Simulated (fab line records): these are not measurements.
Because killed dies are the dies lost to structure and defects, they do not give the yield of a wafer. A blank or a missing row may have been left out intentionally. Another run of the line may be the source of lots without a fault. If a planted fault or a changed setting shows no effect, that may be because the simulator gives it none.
Struck lot and sound lot, side by side | flow n5 finfet | 37 steps out of a route of 1938
Sound: the wafers L524.1, L524.3, L524.4. Wafers L527.2, L527.4, L527.6 were the ones struck. The cause is given at the end.
Order at every step that has rows: each side's tool, ch and its chambers, its first start. Under that, the readings that differ: sound wafers | struck wafers | difference of the means | sigmas: that difference in standard deviations of wafers without a fault.
alike: readings whose means differ by less than 2 such deviations, and words and numbers that are the same on both sides. not compared: withheld readings, readings that some wafer has no value for, bounds like >300 that may hide the same value, and numbers for which the record gives no deviation and whose values overlap.
The two part at a step that has a row with sigmas, a row that says differs or no value, or rows on one side only. Numbers that have no deviation but don't overlap get no sigmas and don't part them. A reading that every wafer of one side lacks parts them only if that side has two wafers or more.

first, 9 steps without rows for these wafers: N5_BEOL_M4_ANNEAL_95 (time 240 s); N5_BEOL_M4_SPUTTER_96 (material Cu, target thk 4.5 nm, time 8.29 s); N5_BEOL_M4_ECD_50 (material Cu, target thk 300 nm); N5_BEOL_M4_ANNEAL_51 (time 90 s); N5_BEOL_M4_CMP_52 (polishes, stops on SiOC, t overpolish 6.8 s, target thk 40 nm); N5_BEOL_M4_PRE_CLEAN_60 (time 15 s); N5_BEOL_M4_CO_CAP_55 (material Co, precursor CCTBA/H2, target thk 2 nm, time 102.1 s); N5_BEOL_M4_PRE_CLEAN_56 (time 15 s); N5_BEOL_M4_DEP_57 (deposits SiCN from 3MS/NH3, target thk 8 nm, time 14 s).
N5_BEOL_M4_RC_MEAS_101:
  sound on prober-02 ch 0, day 9 21:11; struck on prober-02 ch 0, day 11 09:32
  reading   | sound          | struck         | difference | sigmas
  VT_P (mV) | -248 -247 -243 | -254 -254 -253 | -8         | -2
  alike: DIBL_N, DIBL_P, IOFF_N, IOFF_P, ION_N, ION_P, SS_N, SS_P, VT_N
then, 24 steps without rows for these wafers: N5_BEOL_M5_ILD_DEP_00 (deposits SiCOH lowk from DEMS/porogen, target thk 140.64 nm, time 25.9 s); N5_BEOL_M5_CURE_79 (cures SiCOH lowk, time 240 s); N5_BEOL_M5_PECVD_70 (deposits SiO2 from TEOS/O2, target thk 16 nm, time 18 s); N5_BEOL_M5_HM_DEP_02 (deposits TiN, target thk 20 nm); N5_BEOL_M5_COAT_59 (time 60 s, resist thk 60 nm); N5_BEOL_M5_COAT_60 (time 60 s, resist thk 12 nm); N5_BEOL_M5_COAT_71 (time 60 s, resist thk 5 nm); N5_BEOL_M5_COAT_05 (resist thk 30 nm); N5_BEOL_M5_EBR_07; N5_BEOL_M5_SOFTBAKE_06 (time 60 s); N5_BEOL_M5_EXPOSE_08 (exposes mask M5, target cd 28 nm); N5_BEOL_M5_PEB_09 (peb time 60 s); N5_BEOL_M5_DEVELOP_10 (develop time 30 s); N5_BEOL_M5_DESCUM_16 (chemistry O2, time 7 s); N5_BEOL_M5_ETCH_72 (etches underlayer in N2/H2, target depth 6.5 nm, time 5.2 s); N5_BEOL_M5_ETCH_61 (etches SiARC in CF4, target depth 15.6 nm, time 26 s); N5_BEOL_M5_ETCH_62 (etches SOC in N2/H2, target depth 75 nm, overetch 15 nm, time 112.5 s); N5_BEOL_M5_STRIP_63 (strips in N2/H2); N5_BEOL_M5_STRIP_73 (strips in N2/H2); N5_BEOL_M5_STRIP_64 (strips in CF4); N5_BEOL_M5_HM_OPEN_17 (chemistry Cl2/BCl3, target TiN, target depth 20 nm, overetch 6 nm); N5_BEOL_M5_STRIP_19 (strips in O2); N5_BEOL_M5_COAT_65 (time 60 s, resist thk 60 nm); N5_BEOL_M5_COAT_66 (time 60 s, resist thk 12 nm).
-- here the record skips 3 days between the struck wafers' starts before and after, leaving off in module BEOL_M5 and picking up in module BEOL_M11 (first step shown: number 1594 of the route) --
N5_BEOL_M11_ECD_50: material Cu, target thk 318 nm.
  sound on ecd cu-02 ch 0,1, day 12 12:21; struck on ecd cu-02 ch 0,1, day 14 02:55
N5_BEOL_M11_CMP_52: polishes, stops on SiCOH lowk, t overpolish 7 s, target thk 140 nm.
  sound on cmp-01 ch 0,1,3, day 12 12:55; struck on cmp-03 ch 0,1,3, day 14 03:49
  reading                | sound          | struck      | difference | sigmas
  time to endpoint s (s) | 68.5 65.1 64.4 | 5.5 4.8 4.3 | -61.1      | -21
  alike: clearing platen rpm, edge zone pressure frac, motor current A
N5_PASSIVATION_PROBE_49:
  struck on prober-01, day 15 17:25; sound on prober-02, day 14 05:26
  reading                  | sound     | struck         | difference | sigmas
  defect limited yield (%) | 91.0 92.8 | 0 0 0          | -92        | -66
  killed_at_M4_up          | 13 7      | 1107 1097 1117 | +1097      | +99 or more
  killed dies              | 106 85    | 1180 1180 1180 | +1084      | +64
  killed on rim            | 17 10     | 152 152 152    | +138       | +31
  sort_bin_5_function (%)  | 4.7 4.3   | 96.8 97.3 96.6 | +92.4      | +97
  sort n pass              | 1074 1095 | 0 0 0          | -1084      | -64
  sort yield pct (%)       | 91.0 92.8 | 0 0 0          | -92        | -61
  alike: killed_at_M0_to_M3, killed at contacts, killed at front end, killed at other, killed open, killed short, sort_bin_6_memory

== WHERE THEY PART ==
Earliest at N5_BEOL_M4_RC_MEAS_101; latest, in this record, at N5_PASSIVATION_PROBE_49.

WHY: the cause the simulator had injected
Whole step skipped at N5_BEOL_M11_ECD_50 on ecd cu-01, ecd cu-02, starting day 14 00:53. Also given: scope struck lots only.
